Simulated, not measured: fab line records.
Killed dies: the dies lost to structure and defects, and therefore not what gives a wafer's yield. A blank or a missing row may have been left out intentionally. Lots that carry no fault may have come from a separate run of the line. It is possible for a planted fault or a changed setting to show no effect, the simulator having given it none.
Split-lot study	flow n5 finfet	7 lots, 21 wafers read, on a route of 1938 steps

THE SPLIT ITSELF
At N5_FIN_CUT_COAT_19 (time 60 s, resist thk 20 nm), the setting spin rpm was moved away from the recipe's 1500 rpm on 11 of the 21 wafers read, by -7.0% to +8.1%. This setting was run at the recipe's value on the other wafers.

FROM THE SPLIT TO THE READING: what the file shows between them, 4 steps
- N5_FIN_CUT_COAT_29: time 60 s, resist thk 10 nm
- N5_FIN_CUT_COAT_02: resist thk 30 nm
- N5_FIN_CUT_DESCUM_13: chemistry O2, time 7 s
- N5_FIN_CUT_ETCH_30: etches underlayer in N2/H2, target depth 13 nm, time 10.4 s

THE READING
etch.depth nm (the simulator's own value, which no gauge read), in nm, at N5_FIN_CUT_ETCH_20 (etches SiARC in CF4, target depth 26 nm, time 43.3 s). The file gives no usual value for it. Here, 10 wafers ran the recipe; their average is 19.99 nm with a standard deviation of 0.056 nm.

wafer	tool, chamber at the split	spin rpm as run, rpm	against the recipe	etch.depth nm, nm	against lot-mates on the recipe
L076.1	litho track-02, 0	1500	recipe	19.95	-
L076.5	litho track-02, 0	1577	+5.1%	19.53	-0.42
L076.6	litho track-02, 0	1577	+5.1%	19.53	-0.42
L077.2	litho track-02, 0	1545	+3.0%	19.72	-0.26
L077.4	litho track-02, 0	1500	recipe	19.98	-
L077.6	litho track-02, 0	1545	+3.0%	19.73	-0.25
L079.2	litho track-01, 0	1621	+8.1%	19.25	-0.78
L079.3	litho track-01, 0	1500	recipe	20.03	-
L079.4	litho track-01, 0	1621	+8.1%	19.3	-0.73
L085.2	litho track-01, 0	1424	-5.1%	20.61	+0.53
L085.3	litho track-01, 0	1500	recipe	20.09	-
L085.4	litho track-01, 0	1500	recipe	20.07	-
L086.2	litho track-02, 0	1500	recipe	19.91	-
L086.4	litho track-02, 0	1500	recipe	19.95	-
L086.6	litho track-02, 0	1500	recipe	19.95	-
L088.2	litho track-01, 0	1500	recipe	19.99	-
L088.5	litho track-01, 0	1395	-7.0%	20.77	+0.78
L088.6	litho track-01, 0	1395	-7.0%	20.68	+0.69
L096.1	litho track-03, 0	1448	-3.5%	20.34	+0.39
L096.2	litho track-03, 0	1500	recipe	19.95	-
L096.4	litho track-03, 0	1448	-3.5%	20.32	+0.37

THE FIT
A straight line over all 21 wafers: etch.depth nm changes by -0.0969 nm for each +1% of spin rpm; r = -0.99; the points scatter about the line by 0.057 nm.
The same after taking each lot's own level away (the mean of its wafers on the recipe; 21 wafers): -0.0969 nm for each +1%; r = -1.00; scatter 0.034 nm.
The reading moves by 0.78 nm for the largest change in spin rpm, on that fit.
The lots' own levels span 19.937 to 20.080 nm, that is 2.6 times the standard deviation above.
Consequently the slope shifts little with the lot-to-lot level, the two slopes agreeing.
Check: with one of the wafers moved furthest among these (+8.1%) left out of the fit, the line predicts -0.751 nm for it against its lot-mates. It came out at -0.78 nm against them.

THESE WAFERS: OTHER SPLITS
These wafers also went through other splits before the reading. Each is held against what the fit with the lots' levels taken away leaves over:
other split on the same wafers	wafers away from the commonest value	r with etch.depth nm (lot level and that fit taken away)
N5_ZERO_LAYER_EXPOSE_08 dose mj	4	-0.06
N5_ZERO_LAYER_DESCUM_16 time s	3	+0.46
N5_FIN_SAQP_EXPOSE_13 dose mj	4	-0.27
N5_FIN_SAQP_FIN_ETCH_36 icp w	6	-0.08

THE WHOLE CHAIN: every reading that the file lists as answering this split, in the file's order
step	what it does	reading	change (the file's fit)	r (the file's)
N5_FIN_CUT_COAT_19	time 60 s, resist thk 20 nm	SiARC_of_FIN_CUT_COAT_19.thk nm (the simulator's own value, which no gauge read)	-0.0985 nm for each +1% of the setting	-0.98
N5_FIN_CUT_ETCH_20	etches SiARC in CF4, target depth 26 nm, time 43.3 s	etch.depth nm (the simulator's own value, which no gauge read)	-0.0973 nm for each +1% of the setting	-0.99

FILE'S OWN FIT
etch.depth nm changes by -0.0973 nm for each +1% of spin rpm, r = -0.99.
